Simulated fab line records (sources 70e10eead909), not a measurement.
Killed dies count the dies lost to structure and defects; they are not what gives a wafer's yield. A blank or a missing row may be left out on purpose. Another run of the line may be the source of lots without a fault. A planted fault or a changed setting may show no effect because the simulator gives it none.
Matching of chambers -- flow nand-harc -- NHARC_A_BONDPAD_ETCH_34 on rie-diel-06 has 4 sister chambers
The step etches the open film in N2/H2, target depth 60 nm, overetch 18 nm, time 65.91 s. 4 wafers are shown with their chamber, then 8 later ones without.

## EACH WAFER AND ITS CHAMBER
wafer,chamber,drypump-motor-current-A (A)
L204.1,1,5.93
L211.3,2,5.72
L211.6,3,5.95
L213.2,0,5.66

## WAFERS WHOSE CHAMBER IS MISSING
wafer,drypump-motor-current-A (A)
L213.3,5.70
L213.4,5.91
L215.2,5.92
L215.5,5.91
L215.6,5.72
L216.1,5.66
L216.3,5.92
L216.5,5.94

## CHAMBER TAKEN BY EACH
wafer,from the rows above,in truth
L213.3,can't be placed: 2 or 0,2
L213.4,can't be placed: 1 or 3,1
L215.2,can't be placed: 1 or 3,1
L215.5,can't be placed: 1 or 3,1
L215.6,2,2
L216.1,0,0
L216.3,can't be placed: 1 or 3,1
L216.5,can't be placed: 3 or 1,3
2 of 8 placed correctly. From these rows, 6 cannot be placed; in 6 the true chamber is one of the candidates. 0 placed wrongly.
How it was worked out, from the rows above alone: a wafer's distance from a chamber is the root of the sum, over the readings, of the square of ((its reading less the chamber's mean) divided by the reading's scatter). The wafer belongs to the nearest chamber; if the next one is less than 2 further off, it can't be placed. A chamber's mean is the mean of its shown wafers. The scatter: with one shown wafer a chamber, the root of the mean of the squares of how far each hidden wafer lies from its nearest shown one.
